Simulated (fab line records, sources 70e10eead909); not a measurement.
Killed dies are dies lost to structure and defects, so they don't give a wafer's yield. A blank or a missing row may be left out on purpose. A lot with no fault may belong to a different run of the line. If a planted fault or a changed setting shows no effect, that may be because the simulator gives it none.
fab line records + flow nand-harc
record:
- lots: 12
- wafers: 36
- last-day: 34
route steps=1302 shown P_GATE@148 END@1302
lots that met no fault: taken from a fault-free run of the same line
start-h: the number of hours between the record's first day and the start of the first shown wafer of the lot + wait-h: time in hours since the lot's previous step + " as in the row above + L1.1+2: several wafers, shown together as one row + - no value, or no start was given + * or withheld: withheld + < > ~ a bound
route shown NAME@n: NAME is a module with steps in the file, n the number in the route of the first one + usual: mean/standard deviation of fault-free wafers + same: alike in all rows + chamber/n: place in a boat + sites: each site's reading + _std_site: the standard deviation of these + _edge_site: inner sites' mean taken away from outer sites' mean + radius-mm: how far each site lies from the wafer's centre + mask NAME#n: copy n + behind: the last tool/chamber to shape the wafer + hold: cause of the lot's hold/its duration in hours/its outcome + device: the n, p or np transistor that did not switch + end of line: the tests these same wafers got at the end of their route + a step with no rows: only its recipe + killed: count of dies lost to structure and defects at first sort (not the wafer's yield) + map: shows each die of a wafer: x if killed, . if not, _ if none is there
set.NAME: the setting as run; set.NAME@STEP: as run at that earlier step + model.NAME: the simulator's own value behind a step, which no gauge read
one table for each step of the route and one row for each wafer, over a sample of lots
services: from which hour (start-h, from the record's first day; less than 0 if before it) a tool's chamber was out of use, for how many hours, and why
== steps ==
step: NHARC_P_GATE_ETCH_114
recipe:
- target-depth-a: 300
- overetch-a: 30
- time-s: 16.5
- ion-energy-ev: 100
- cf4-flow-sccm: 80
- o2-flow-sccm: 20
- ar-flow-sccm: 0
- rf-w: 300
- bias-w: 100
- chemistry: CF4/O2
usual:
- drypump-motor-current-A: 5.7/0.42
- mfc-ar-sccm: 0.006/0.0078
- oes-product-au: 0.998/0.0078
- rf-vpp-V: 197.9/1.2
- showerhead-plenum-p-Torr: 1.34/0.046
- throttle-valve-pct: 13.397/0.0096
| lot.wafer | tool        | chamber | start-h | wait-h | drypump-motor-current-A | mfc-ar-sccm | oes-product-au | rf-hours-counter-h | rf-vpp-V | showerhead-plenum-p-Torr | throttle-valve-pct |
|-----------|-------------|---------|---------|--------|-------------------------|-------------|----------------|--------------------|----------|--------------------------|--------------------|
| L258.4    | rie-diel-06 | 0       | -       | -      | 4.7                     | 0.018       | 0.991          | 10                 | 197.4    | 1.31                     | 13.399             |
| L258.2    | "           | 1       | "       | "      | 6.0                     | 0           | 1.014          | 8                  | 199.2    | 1.36                     | 13.391             |
| L258.3    | "           | 3       | "       | "      | 6.0                     | 0           | 1.000          | 10                 | 198.0    | 1.39                     | 13.404             |
| L260.3    | rie-diel-06 | 2       | -       | -      | 5.8                     | 0.007       | 0.996          | 10                 | 199.3    | 1.37                     | 13.403             |
| L260.2    | "           | 0       | "       | "      | 4.7                     | 0.018       | 0.995          | 10                 | 198.7    | 1.31                     | 13.405             |
| L260.6    | "           | 3       | "       | "      | 6.1                     | 0           | 1.002          | -                  | 199.3    | 1.39                     | 13.396             |
| L261.3    | rie-diel-06 | 1       | -       | -      | 6.1                     | 0           | 1.003          | 9                  | 197.4    | 1.36                     | 13.418             |
| L261.2    | "           | 3       | "       | "      | 6.0                     | 0           | 1.003          | 11                 | 199.0    | 1.39                     | 13.395             |
| L261.6    | "           | 2       | "       | "      | 5.8                     | 0.007       | 0.997          | -                  | 197.8    | 1.37                     | 13.399             |
| L263.4    | rie-diel-06 | 3       | -       | -      | 6.0                     | 0           | 1.005          | 1                  | 198.1    | 1.39                     | 13.387             |
| L263.1    | "           | 0       | "       | "      | 4.7                     | 0.018       | 0.994          | 1                  | 196.0    | 1.31                     | 13.400             |
| L263.6    | "           | 3       | "       | "      | 6.0                     | 0           | 0.995          | -                  | 198.1    | 1.39                     | 13.401             |
| L264.3    | rie-diel-08 | 3       | -       | -      | 6.1                     | 0.008       | 1.001          | 8                  | 198.5    | 1.35                     | 13.394             |
| L264.4    | "           | 3       | "       | "      | 6.1                     | 0.008       | 1.003          | -                  | 198.6    | 1.35                     | 13.406             |
| L264.5    | "           | 1       | "       | "      | 5.5                     | 0           | 0.992          | -                  | 197.9    | 1.29                     | 13.390             |
| L265.2    | rie-diel-04 | 1       | -       | -      | 6.2                     | 0.013       | 0.996          | 9                  | 196.8    | 1.32                     | 13.432             |
| L265.3    | "           | 0       | "       | "      | 5.8                     | 0           | 0.999          | 7                  | 195.9    | 1.27                     | 13.394             |
| L265.6    | "           | 1       | "       | "      | 6.2                     | 0.013       | 0.995          | -                  | 197.9    | 1.32                     | 13.398             |
| L266.1    | rie-diel-04 | 0       | -       | -      | 5.8                     | 0           | 1.004          | 7                  | 195.9    | 1.27                     | 13.401             |
| L266.5    | "           | 3       | "       | "      | 5.1                     | 0.000       | 0.981          | -                  | 199.3    | 1.39                     | 13.405             |
| L266.6    | "           | 0       | "       | "      | 5.8                     | 0           | 0.993          | -                  | 195.7    | 1.27                     | 13.382             |
| L268.3    | rie-diel-08 | 0       | -       | -      | 5.9                     | 0           | 1.006          | 1                  | 198.6    | 1.42                     | 13.396             |
| L268.4    | "           | 2       | "       | "      | 5.5                     | 0.025       | 1.010          | 0                  | 195.2    | 1.28                     | 13.399             |
| L268.6    | "           | 3       | "       | "      | 6.1                     | 0.008       | 1.007          | -                  | 197.5    | 1.35                     | 13.395             |
| L269.3    | rie-diel-06 | 0       | -       | -      | 4.8                     | 0.018       | 1.001          | 4                  | 195.5    | 1.31                     | 13.387             |
| L269.5    | "           | 3       | "       | "      | 6.0                     | 0           | 1.007          | -                  | 198.8    | 1.39                     | 13.393             |
| L269.6    | "           | 0       | "       | "      | 4.7                     | 0.018       | 0.999          | -                  | 197.4    | 1.31                     | 13.396             |
| L271.2    | rie-diel-04 | 1       | -       | -      | 6.2                     | 0.013       | 0.994          | 2                  | 196.3    | 1.32                     | 13.391             |
| L271.6    | "           | 2       | "       | "      | 5.7                     | 0.012       | 1.005          | -                  | 198.1    | 1.38                     | 13.393             |
| L271.5    | "           | 3       | "       | "      | 5.1                     | 0.000       | 0.990          | -                  | 199.3    | 1.39                     | 13.390             |
| L272.3    | rie-diel-06 | 2       | -       | -      | 5.8                     | 0.007       | 0.999          | 4                  | 199.9    | 1.37                     | 13.369             |
| L272.2    | "           | 0       | "       | "      | 4.7                     | 0.018       | 0.999          | 5                  | 196.3    | 1.31                     | 13.413             |
| L272.5    | "           | 3       | "       | "      | 6.0                     | 0           | 1.003          | -                  | 198.7    | 1.39                     | 13.391             |
| L281.2    | rie-diel-06 | 2       | -       | -      | 5.8                     | 0.007       | 0.999          | 0                  | 197.6    | 1.37                     | 13.396             |
| L281.4    | "           | 3       | "       | "      | 6.0                     | 0           | 1.002          | 0                  | 199.1    | 1.39                     | 13.398             |
| L281.6    | "           | 2       | "       | "      | 5.8                     | 0.007       | 1.005          | -                  | 199.6    | 1.37                     | 13.401             |
step: NHARC_P_GATE_ETCH_32
recipe:
- target-depth-a: 1500
- over-etch-frac: 1
- over-etch-ion-energy-ev: 40
- time-s: 100.1
- hbr-flow-sccm: 150
- cl2-flow-sccm: 50
- rf-w: 400
- icp-w: 400
- bias-w: 100
- chemistry: HBr/Cl2
usual:
- drypump-motor-current-A: 5.8/0.37
- oes-product-au: 0.999/0.0067
- throttle-valve-pct: 26.406/0.0092
| lot.wafer | tool      | chamber | start-h | wait-h | drypump-motor-current-A | oes-product-au | rf-hours-counter-h | throttle-valve-pct |
|-----------|-----------|---------|---------|--------|-------------------------|----------------|--------------------|--------------------|
| L258.3    | rie-si-01 | 0       | 105.42  | -      | 5.9                     | 1.010          | 0.48               | 26.409             |
| L258.4    | "         | 1       | "       | "      | 5.3                     | 0.998          | 0.37               | 26.390             |
| L258.2    | "         | 3       | "       | "      | 5.3                     | 0.999          | 0.48               | 26.401             |
| L260.3    | rie-si-04 | 2       | 116.79  | -      | 5.3                     | 0.995          | 0.56               | 26.417             |
| L260.2    | "         | 3       | "       | "      | 6.2                     | 0.999          | 0.63               | 26.421             |
| L260.6    | "         | 3       | "       | "      | 6.2                     | 1.005          | -                  | 26.400             |
| L261.3    | rie-si-06 | 0       | 121.72  | -      | 5.4                     | 0.999          | 0.23               | 26.405             |
| L261.2    | "         | 1       | "       | "      | 6.2                     | 0.996          | 0.27               | 26.412             |
| L261.6    | "         | 0       | "       | "      | 5.3                     | 1.002          | -                  | 26.400             |
| L263.4    | rie-si-06 | 0       | 155.41  | -      | 5.3                     | 1.000          | 0.44               | 26.406             |
| L263.1    | "         | 1       | "       | "      | 6.2                     | 0.991          | 0.50               | 26.403             |
| L263.6    | "         | 3       | "       | "      | 5.8                     | 0.988          | -                  | 26.400             |
| L264.3    | rie-si-01 | 2       | 155.62  | -      | 6.0                     | 1.001          | 0.75               | 26.407             |
| L264.4    | "         | 1       | "       | "      | 5.3                     | 0.996          | 0.70               | 26.415             |
| L264.5    | "         | 3       | "       | "      | 5.3                     | 0.999          | -                  | 26.421             |
| L265.3    | rie-si-06 | 1       | 171.90  | -      | 6.2                     | 0.997          | 0.57               | 26.393             |
| L265.2    | "         | 0       | "       | "      | 5.3                     | 1.000          | 0.58               | 26.393             |
| L265.6    | "         | 2       | "       | "      | 5.5                     | 0.992          | -                  | 26.412             |
| L266.1    | rie-si-04 | 1       | 174.36  | -      | 5.9                     | 1.004          | 0.01               | 26.395             |
| L266.5    | "         | 1       | "       | "      | 5.9                     | 1.004          | -                  | 26.401             |
| L266.6    | "         | 2       | "       | "      | 5.3                     | 1.005          | -                  | 26.396             |
| L268.4    | rie-si-04 | 1       | 202.05  | -      | 5.9                     | 1.002          | 0.30               | 26.399             |
| L268.3    | "         | 2       | "       | "      | 5.3                     | 1.002          | 0.30               | 26.397             |
| L268.6    | "         | 0       | "       | "      | 6.3                     | 1.004          | -                  | 26.409             |
| L269.3    | rie-si-01 | 3       | 208.99  | -      | 5.3                     | 0.993          | 0.03               | 26.411             |
| L269.5    | "         | 1       | "       | "      | 5.3                     | 0.995          | -                  | 26.412             |
| L269.6    | "         | 2       | "       | "      | 6.1                     | 1.000          | -                  | 26.408             |
| L271.2    | rie-si-06 | 1       | 239.99  | -      | 6.2                     | 0.994          | 0.94               | 26.414             |
| L271.6    | "         | 0       | "       | "      | 5.4                     | 0.992          | -                  | 26.405             |
| L271.5    | "         | 1       | "       | "      | 6.2                     | 0.995          | -                  | 26.403             |
| L272.3    | rie-si-01 | 3       | 240.15  | -      | 5.4                     | 0.996          | 0.19               | 26.399             |
| L272.2    | "         | 1       | "       | "      | 5.3                     | 1.006          | 0.29               | 26.400             |
| L272.5    | "         | 0       | "       | "      | 5.9                     | 1.007          | -                  | 26.410             |
| L281.4    | rie-si-01 | 1       | 324.63  | -      | 5.3                     | 1.000          | 0.74               | 26.418             |
| L281.2    | "         | 0       | "       | "      | 5.9                     | 1.003          | 0.79               | 26.413             |
| L281.6    | "         | 2       | "       | "      | 6.1                     | 1.008          | -                  | 26.416             |
step: NHARC_P_GATE_STRIP_35
recipe:
- time-s: 600
- temp-c: 130
- chemistry: SPM
usual:
- bath-guard-temp-C: 130.0/0.45
- bath-heat-duty-pct: 15.1/1.8
| lot.wafer | tool         | chamber | start-h | wait-h | bath-guard-temp-C | bath-heat-duty-pct |
|-----------|--------------|---------|---------|--------|-------------------|--------------------|
| L258.3    | wet-bench-07 | 3       | 105.84  | 0.1    | 130.4             | 17.8               |
| L258.2    | "            | 6       | "       | "      | 129.5             | 14.0               |
| L258.4    | "            | 0       | "       | "      | 130.5             | 11.9               |
| L260.3    | wet-bench-05 | 1       | 117.21  | 0.1    | 129.0             | 18.5               |
| L260.2    | "            | 5       | "       | "      | 130.2             | 13.2               |
| L260.6    | "            | 6       | "       | "      | 129.6             | 14.7               |
| L261.6    | wet-bench-07 | 3       | 122.14  | 0.1    | 130.5             | 18.7               |
| L261.2    | "            | 5       | "       | "      | 129.7             | 14.7               |
| L261.3    | "            | 7       | "       | "      | 129.8             | 17.0               |
| L263.4    | wet-bench-07 | 0       | 155.81  | 0.1    | 129.9             | 12.5               |
| L263.1    | "            | 1       | "       | "      | 130.1             | 13.3               |
| L263.6    | "            | 5       | "       | "      | 130.0             | 14.6               |
| L264.4    | wet-bench-07 | 0       | 156.04  | 0.1    | 130.4             | 13.3               |
| L264.5    | "            | 3       | "       | "      | 130.4             | 18.3               |
| L264.3    | "            | 4       | "       | "      | 130.2             | 15.2               |
| L265.3    | wet-bench-05 | 1       | 172.32  | 0.1    | 128.8             | 17.7               |
| L265.2    | "            | 2       | "       | "      | 129.9             | 15.8               |
| L265.6    | "            | 4       | "       | "      | 129.5             | 16.4               |
| L266.1    | wet-bench-05 | 0       | 174.81  | 0.1    | 129.4             | 13.3               |
| L266.5    | "            | 3       | "       | "      | 129.5             | 16.5               |
| L266.6    | "            | 5       | "       | "      | 130.3             | 13.1               |
| L268.3    | wet-bench-03 | 5       | 202.45  | 0.1    | 130.8             | 12.3               |
| L268.6    | "            | 7       | "       | "      | 130.3             | 14.0               |
| L268.4    | "            | 0       | "       | "      | 130.6             | 14.0               |
| L269.5    | wet-bench-03 | 5       | 209.40  | 0.1    | 130.7             | 12.1               |
| L269.6    | "            | 0       | "       | "      | 130.1             | 15.3               |
| L269.3    | "            | 1       | "       | "      | 129.9             | 14.8               |
| L271.2    | wet-bench-07 | 7       | 240.40  | 0.1    | -                 | -                  |
| L271.5    | "            | 0       | "       | "      | -                 | -                  |
| L271.6    | "            | 3       | "       | "      | -                 | -                  |
| L272.2    | wet-bench-03 | 2       | 240.58  | 0.1    | -                 | -                  |
| L272.5    | "            | 3       | "       | "      | -                 | -                  |
| L272.3    | "            | 6       | "       | "      | -                 | -                  |
| L281.4    | wet-bench-07 | 2       | 325.05  | 0.1    | 129.9             | 14.2               |
| L281.6    | "            | 3       | "       | "      | 130.5             | 18.8               |
| L281.2    | "            | 4       | "       | "      | 129.9             | 16.1               |
step: NHARC_P_GATE_CD_MEAS_46
recipe:
- target-cd-nm: 720
- landing-energy-ev: 500
usual:
- cd-nm: 719.8/1.5
| lot.wafer | tool      | chamber | start-h | wait-h | cd-nm |
|-----------|-----------|---------|---------|--------|-------|
| L258.2    | cd-sem-02 | 0       | 116.89  | -      | 720.1 |
| L258.3    | "         | 0       | "       | "      | 721.3 |
| L258.4    | "         | 0       | "       | "      | 719.4 |
| L260.2    | cd-sem-02 | 0       | 128.17  | -      | 719.2 |
| L260.3    | "         | 0       | "       | "      | 720.2 |
| L260.6    | "         | 0       | "       | "      | 719.7 |
| L261.2    | cd-sem-02 | 0       | 133.02  | -      | 716.2 |
| L261.3    | "         | 0       | "       | "      | 719.5 |
| L261.6    | "         | 0       | "       | "      | 719.5 |
| L263.1    | cd-sem-01 | 0       | 166.71  | -      | 721.0 |
| L263.4    | "         | 0       | "       | "      | 720.5 |
| L263.6    | "         | 0       | "       | "      | 721.2 |
| L264.3    | cd-sem-03 | 0       | 166.95  | -      | 718.5 |
| L264.4    | "         | 0       | "       | "      | 719.8 |
| L264.5    | "         | 0       | "       | "      | 720.3 |
| L265.2    | cd-sem-03 | 0       | 185.14  | -      | 721.5 |
| L265.3    | "         | 0       | "       | "      | 719.3 |
| L265.6    | "         | 0       | "       | "      | 720.7 |
| L266.1    | cd-sem-03 | 0       | 185.58  | -      | 715.1 |
| L266.5    | "         | 0       | "       | "      | 718.0 |
| L266.6    | "         | 0       | "       | "      | 716.8 |
| L268.3    | cd-sem-02 | 0       | 213.35  | -      | 719.6 |
| L268.4    | "         | 0       | "       | "      | 718.5 |
| L268.6    | "         | 0       | "       | "      | 720.0 |
| L269.3    | cd-sem-01 | 0       | 220.32  | -      | 716.5 |
| L269.5    | "         | 0       | "       | "      | 717.3 |
| L269.6    | "         | 0       | "       | "      | 717.9 |
| L271.2    | cd-sem-02 | 0       | 251.24  | -      | 721.4 |
| L271.5    | "         | 0       | "       | "      | 721.4 |
| L271.6    | "         | 0       | "       | "      | 720.7 |
| L272.2    | cd-sem-02 | 0       | 251.43  | -      | 720.5 |
| L272.3    | "         | 0       | "       | "      | 717.6 |
| L272.5    | "         | 0       | "       | "      | 720.6 |
| L281.2    | cd-sem-03 | 0       | 335.86  | -      | 719.9 |
| L281.4    | "         | 0       | "       | "      | 717.2 |
| L281.6    | "         | 0       | "       | "      | 718.2 |
step: NHARC_END_SORT_01
recipe:
- temp-c: 25
usual:
- killed-at-array: 56/21
- killed-at-other: 1.2/1.6
- killed-at-periphery: 3.7/2.5
- killed-dies: 61/21
- killed-open: 3.1/1.8
- killed-short: 2.8/1.7
same:
- gross-dies: 677
| lot.wafer | tool      | chamber | start-h | wait-h | killed-at-array | killed-at-other | killed-at-periphery | killed-dies | killed-open | killed-short |
|-----------|-----------|---------|---------|--------|-----------------|-----------------|---------------------|-------------|-------------|--------------|
| L260.2    | prober-01 | 0       | 561.21  | 2.8    | 82              | 2               | 1                   | 85          | 2           | 2            |
| L260.3    | prober-01 | 0       | 562.02  | 3.1    | 81              | 0               | 0                   | 81          | 0           | 5            |
| L260.6    | prober-01 | 0       | 564.43  | 4.0    | 69              | 0               | 3                   | 72          | 5           | 5            |
| L264.3    | prober-02 | 0       | 602.31  | 3.0    | 74              | 0               | 3                   | 77          | 4           | 2            |
| L264.4    | prober-02 | 0       | 603.08  | 3.3    | 67              | 1               | 0                   | 68          | 1           | 1            |
| L264.5    | prober-02 | 0       | 603.85  | 3.6    | 76              | 3               | 5                   | 84          | 5           | 3            |
| L261.2    | prober-02 | 0       | 609.21  | 2.8    | 23              | 0               | 4                   | 27          | 8           | 3            |
| L261.3    | prober-02 | 0       | 610.01  | 3.1    | 23              | 0               | 4                   | 27          | 3           | 4            |
| L261.6    | prober-02 | 0       | 612.40  | 4.0    | 30              | 1               | 7                   | 38          | 7           | 2            |
| L263.1    | prober-01 | 0       | 620.27  | 2.5    | 85              | 1               | 6                   | 92          | 4           | 8            |
| L263.4    | prober-01 | 0       | 622.70  | 3.4    | 75              | 1               | 7                   | 83          | 5           | 2            |
| L263.6    | prober-01 | 0       | 624.32  | 4.0    | 54              | 1               | 5                   | 60          | 4           | 1            |
| L268.3    | prober-01 | 0       | 662.06  | 3.1    | 40              | 2               | 2                   | 44          | 3           | 2            |
| L268.4    | prober-01 | 0       | 662.86  | 3.4    | 23              | 1               | 2                   | 26          | 3           | 1            |
| L268.6    | prober-01 | 0       | 664.47  | 4.0    | 37              | 1               | 1                   | 39          | 7           | 4            |
| L271.2    | prober-02 | 0       | 691.18  | 2.8    | 20              | 0               | 4                   | 24          | 6           | 2            |
| L271.5    | prober-02 | 0       | 693.53  | 3.6    | 23              | 0               | 1                   | 24          | 2           | 3            |
| L271.6    | prober-02 | 0       | 694.32  | 3.9    | 22              | 0               | 1                   | 23          | 7           | 2            |
| L272.2    | prober-02 | 0       | 698.92  | 2.8    | 69              | 0               | 2                   | 71          | 2           | 1            |
| L272.3    | prober-02 | 0       | 699.73  | 3.1    | 87              | 2               | 1                   | 90          | 2           | 5            |
| L272.5    | prober-02 | 0       | 701.34  | 3.7    | 87              | 1               | 2                   | 90          | 5           | 4            |
killed by level:class
L260.2 A_CHANNEL_HOLE_D1:chamber-film-flake=35 A_CHANNEL_HOLE_D2:chamber-film-flake=31 A_WL_FILL:chamber-film-flake=5 A_STAIRCASE:chamber-film-flake=4 A_CONTACT:chamber-film-flake=2 THIN_TSV:chamber-film-flake=2 A_CHANNEL_HOLE_D1:geometric-particle:open=1 A_CHANNEL_FILL_D1:geometric-particle:open=1
L260.3 A_CHANNEL_HOLE_D1:chamber-film-flake=35 A_CHANNEL_HOLE_D2:chamber-film-flake=33 A_WL_FILL:chamber-film-flake=3 A_CONTACT:chamber-film-flake=3 A_DECK1_JOINT:geometric-particle:short=2 A_CHANNEL_HOLE_D1:geometric-particle:short=1 A_CHANNEL_FILL_D1:geometric-particle:short=1 A_ONON_D2:geometric-particle:short=1
L260.6 A_CHANNEL_HOLE_D2:chamber-film-flake=31 A_CHANNEL_HOLE_D1:chamber-film-flake=20 A_WL_FILL:chamber-film-flake=4 A_CHANNEL_FILL_D1:geometric-particle:short=3 A_CONTACT:chamber-film-flake=3 A_STAIRCASE:chamber-film-flake=2 P_GATE:geometric-particle:open=1 A_ONON_D1:geometric-particle:open=1
L264.3 A_SLIT:chamber-film-flake=33 A_CHANNEL_HOLE_D2:chamber-film-flake=32 A_CHANNEL_HOLE_D1:chamber-film-flake=4 P_CONTACT:geometric-particle:short=1 P_M0:geometric-particle:open=1 P_M1:geometric-particle:open=1 A_ONON_D1:geometric-particle:short=1 A_DECK1_JOINT:geometric-particle:open=1
L264.4 A_CHANNEL_HOLE_D2:chamber-film-flake=31 A_SLIT:chamber-film-flake=19 A_CHANNEL_HOLE_D1:chamber-film-flake=5 A_CHANNEL_FILL_D1:chamber-film-flake=3 A_STAIRCASE:chamber-film-flake=3 A_CONTACT:chamber-film-flake=2 A_DECK1_JOINT:geometric-particle:open=1 A_CHANNEL_FILL_D2:geometric-particle:short=1
L264.5 A_CHANNEL_HOLE_D2:chamber-film-flake=31 A_SLIT:chamber-film-flake=24 A_CHANNEL_HOLE_D1:chamber-film-flake=6 A_CONTACT:chamber-film-flake=4 P_M2:chamber-film-flake=3 A_STAIRCASE:chamber-film-flake=3 P_GATE:geometric-particle:open=2 THIN_TSV:chamber-film-flake=2
L261.2 A_CHANNEL_HOLE_D2:chamber-film-flake=8 A_CHANNEL_FILL_D2:geometric-particle:open=3 A_CONTACT:chamber-film-flake=3 A_CHANNEL_HOLE_D1:chamber-film-flake=2 A_STAIRCASE:chamber-film-flake=2 P_CONTACT:geometric-particle:open=1 P_M0:geometric-particle:short=1 P_M1:geometric-particle:open=1
L261.3 A_CHANNEL_HOLE_D2:chamber-film-flake=6 A_CONTACT:chamber-film-flake=5 A_STAIRCASE:chamber-film-flake=4 P_M0:geometric-particle:open=1 A_ONON_D1:geometric-particle:short=1 A_CHANNEL_FILL_D2:geometric-particle:short=1 A_CHANNEL_FILL_D2:geometric-particle:open=1 A_WL_FILL:geometric-particle:short=1
L261.6 A_CHANNEL_HOLE_D2:chamber-film-flake=11 A_STAIRCASE:chamber-film-flake=6 A_CONTACT:chamber-film-flake=3 P_CONTACT:geometric-particle:open=2 A_DECK1_JOINT:chamber-film-flake=2 P_GATE:geometric-particle:open=1 P_M0:geometric-particle:open=1 P_M0:geometric-particle:short=1
L263.1 A_CHANNEL_HOLE_D1:chamber-film-flake=34 A_SLIT:chamber-film-flake=23 A_CHANNEL_HOLE_D2:chamber-film-flake=7 A_WL_FILL:chamber-film-flake=4 A_DECK1_JOINT:chamber-film-flake=3 A_CHANNEL_FILL_D1:geometric-particle:open=2 A_CHANNEL_HOLE_D2:geometric-particle:short=2 A_WL_FILL:geometric-particle:short=2
L263.4 A_CHANNEL_HOLE_D1:chamber-film-flake=29 A_SLIT:chamber-film-flake=21 A_CHANNEL_HOLE_D2:chamber-film-flake=12 A_CONTACT:chamber-film-flake=4 A_CHANNEL_FILL_D2:geometric-particle:open=2 P_STI:chamber-film-flake=2 P_M2:chamber-film-flake=2 A_WL_FILL:chamber-film-flake=2
L263.6 A_CHANNEL_HOLE_D1:chamber-film-flake=23 A_SLIT:chamber-film-flake=14 A_CHANNEL_HOLE_D2:chamber-film-flake=6 P_M2:chamber-film-flake=4 A_WL_FILL:chamber-film-flake=3 A_CONTACT:chamber-film-flake=3 A_M0:geometric-particle:open=2 A_DECK1_JOINT:geometric-particle:open=1
L268.3 A_CHANNEL_HOLE_D2:chamber-film-flake=23 A_CHANNEL_HOLE_D1:chamber-film-flake=9 P_GATE:chamber-film-flake=2 A_SLIT:chamber-film-flake=2 THIN_TSV:chamber-film-flake=2 A_ONON_D1:geometric-particle:open=1 A_DECK1_JOINT:geometric-particle:short=1 A_CHANNEL_HOLE_D2:geometric-particle:short=1
L268.4 A_CHANNEL_HOLE_D2:chamber-film-flake=14 A_CHANNEL_HOLE_D1:chamber-film-flake=3 A_CONTACT:chamber-film-flake=2 P_STI:geometric-particle:open=1 P_M0:geometric-particle:open=1 A_CHANNEL_FILL_D2:geometric-particle:open=1 A_SGD_CUT:geometric-particle:short=1 A_STAIRCASE:chamber-film-flake=1
L268.6 A_CHANNEL_HOLE_D2:chamber-film-flake=14 A_CHANNEL_HOLE_D1:chamber-film-flake=10 A_WL_FILL:geometric-particle:short=4 A_STAIRCASE:chamber-film-flake=3 A_WL_FILL:geometric-particle:open=2 A_M0:geometric-particle:open=2 A_DECK1_JOINT:geometric-particle:open=1 A_CHANNEL_HOLE_D2:geometric-particle:open=1
L271.2 A_CHANNEL_HOLE_D1:chamber-film-flake=7 A_SLIT:chamber-film-flake=3 A_DECK1_JOINT:geometric-particle:open=2 A_CONTACT:chamber-film-flake=2 P_GATE:geometric-particle:short=1 P_CONTACT:geometric-particle:open=1 A_CHANNEL_FILL_D2:geometric-particle:open=1 A_WL_FILL:geometric-particle:short=1
L271.5 A_CHANNEL_HOLE_D1:chamber-film-flake=7 A_SLIT:chamber-film-flake=5 A_STAIRCASE:chamber-film-flake=2 A_ONON_D1:geometric-particle:short=1 A_CHANNEL_FILL_D1:geometric-particle:short=1 A_CHANNEL_FILL_D2:geometric-particle:open=1 A_SLIT:geometric-particle:short=1 A_WL_FILL:geometric-particle:open=1
L271.6 A_CHANNEL_HOLE_D1:chamber-film-flake=8 A_SLIT:chamber-film-flake=3 A_CONTACT:geometric-particle:open=2 A_M0:geometric-particle:open=2 A_CONTACT:chamber-film-flake=2 P_M1:geometric-particle:open=1 A_CHANNEL_FILL_D1:geometric-particle:open=1 A_ONON_D2:geometric-particle:short=1
L272.2 A_CHANNEL_HOLE_D1:chamber-film-flake=23 A_SLIT:chamber-film-flake=20 A_CHANNEL_HOLE_D2:chamber-film-flake=12 A_SGD_CUT:chamber-film-flake=6 P_GATE:chamber-film-flake=2 A_STAIRCASE:chamber-film-flake=2 A_DECK1_JOINT:geometric-particle:open=1 A_WL_FILL:geometric-particle:open=1
L272.3 A_CHANNEL_HOLE_D1:chamber-film-flake=29 A_SLIT:chamber-film-flake=22 A_CHANNEL_HOLE_D2:chamber-film-flake=18 A_SGD_CUT:chamber-film-flake=7 A_CONTACT:chamber-film-flake=2 A_CHANNEL_FILL_D1:chamber-film-flake=2 A_CHANNEL_FILL_D2:chamber-film-flake=2 P_CONTACT:geometric-particle:open=1
L272.5 A_SLIT:chamber-film-flake=27 A_CHANNEL_HOLE_D1:chamber-film-flake=23 A_CHANNEL_HOLE_D2:chamber-film-flake=23 A_CONTACT:chamber-film-flake=3 A_WL_FILL:geometric-particle:open=2 A_STAIRCASE:chamber-film-flake=2 P_GATE:geometric-particle:open=1 A_ONON_D1:geometric-particle:short=1
== services ==
| tool         | chamber | start-h | hours | kind   |
|--------------|---------|---------|-------|--------|
| wet-bench-05 | -       | 84.80   | 8.0   | pm     |
| rie-si-04    | 0       | 88.99   | 14.0  | repair |
| rie-si-01    | 3       | 109.82  | 2.3   | repair |
| rie-si-04    | 1       | 126.56  | 6.7   | repair |
| rie-diel-06  | -       | 130.20  | 9.0   | pm     |
| rie-si-06    | -       | 142.05  | 0.9   | repair |
| rie-si-04    | 3       | 148.45  | 3.9   | repair |
| wet-bench-07 | -       | 160.00  | 8.0   | pm     |
| rie-diel-04  | -       | 164.10  | 0.3   | repair |
| rie-si-04    | -       | 165.00  | 9.0   | pm     |
| rie-diel-06  | 2       | 166.11  | 20.1  | repair |
| rie-si-01    | -       | 167.33  | 0.8   | repair |
| rie-diel-04  | -       | 177.90  | 9.0   | pm     |
| rie-si-04    | 3       | 180.43  | 1.2   | repair |
| rie-diel-06  | 1       | 185.32  | 13.0  | repair |
| rie-si-01    | -       | 193.02  | 9.0   | pm     |
| rie-si-04    | 2       | 204.16  | 5.8   | repair |
| rie-si-06    | 1       | 217.97  | 6.1   | repair |
| rie-si-01    | 3       | 227.84  | 1.4   | repair |
| rie-si-06    | -       | 249.00  | 9.0   | pm     |
| rie-si-01    | 1       | 255.22  | 9.4   | repair |
| rie-si-06    | -       | 279.63  | 0.1   | repair |
| rie-diel-06  | 1       | 294.07  | 1.2   | repair |
| rie-diel-06  | -       | 307.20  | 9.0   | pm     |
== key ==
first-sign:
- step: NHARC_P_GATE_STRIP_35
- reading: tool-record
- direction: missing
effect none on later readings
met-at NHARC_P_GATE_STRIP_35
struck-lots L271,L272
tester-left-out L271,L272
not-acting-at NHARC_P_GATE_ETCH_114,NHARC_P_GATE_ETCH_32,NHARC_P_GATE_CD_MEAS_46
onset-between 209.40 240.40
fault:
- kind: skipped-step-whole
- tool: wet-bench-03,wet-bench-07
- chamber: -
- onset-h: 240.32
- steps: NHARC_P_GATE_STRIP_35
- scope: struck-lots-only
tester-left-out: of these lots the tester's yield and bins aren't shown, on N5 and GAA mostly nor the transistor test; their killed dies are dies lost to structure and defects alone, not to doping, threshold or leakage, so they don't give the yield
